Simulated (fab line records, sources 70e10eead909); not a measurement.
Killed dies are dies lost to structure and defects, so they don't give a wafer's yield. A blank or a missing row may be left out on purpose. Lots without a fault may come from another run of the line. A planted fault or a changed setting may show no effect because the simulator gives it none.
Chamber matching | flow nand_harc | NHARC_A_CONTACT_DEP_58 on pecvd-04: 3 sister chambers
The step deposits SiON, target thk 60 nm. 18 wafers are shown with their chamber, then 9 later ones without.

WAFERS WITH THEIR CHAMBER
wafer  | chamber | heater_power_w (W)
L078.1 | 2       | 838
L078.2 | 0       | 894
L078.5 | 0       | 880
L076.2 | 2       | 717
L076.3 | 0       | 761
L076.6 | 2       | 715
L076.1 | 1       | 721
L076.4 | 0       | 766
L076.5 | 1       | 737
L080.1 | 0       | 754
L080.4 | 1       | 772
L080.6 | 2       | 857
L085.1 | 1       | 737
L085.5 | 0       | 842
L085.6 | 2       | 836
L081.1 | 0       | 800
L081.2 | 2       | 770
L081.5 | 2       | 754

SIGNATURES (means of the wafers above)
reading        | chamber 0 | chamber 1 | chamber 2 | scatter within a chamber
heater_power_w | 813.86    | 741.75    | 783.86    | 53.6
Rule: a wafer's distance from a chamber is the root of the sum, over the readings, of the square of ((its reading less the chamber's mean) divided by the reading's scatter). The wafer belongs to the nearest chamber; if the next one is less than 2 further off, it can't be placed. The scatter: the root of (the sum of the squares of (reading less its chamber's mean) over the shown wafers, divided by (wafers less chambers)).

WAFERS WITHOUT THEIR CHAMBER
wafer  | heater_power_w (W)
L087.1 | 806
L087.3 | 747
L087.5 | 740
L089.4 | 753
L089.5 | 887
L089.6 | 785
L088.2 | 814
L088.4 | 840
L088.6 | 841

WHICH CHAMBER EACH WENT THROUGH
wafer  | from the rows above          | in truth
L087.1 | can't be placed: 0 or 2 or 1 | 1
L087.3 | can't be placed: 1 or 2 or 0 | 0
L087.5 | can't be placed: 1 or 2 or 0 | 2
L089.4 | can't be placed: 1 or 2 or 0 | 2
L089.5 | can't be placed: 0 or 2 or 1 | 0
L089.6 | can't be placed: 2 or 0 or 1 | 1
L088.2 | can't be placed: 0 or 2 or 1 | 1
L088.4 | can't be placed: 0 or 2 or 1 | 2
L088.6 | can't be placed: 0 or 2 or 1 | 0
Placed correctly: 0 of 9. Can't be placed from these rows: 9 (the true chamber is among the candidates in 9). Placed wrongly: 0.
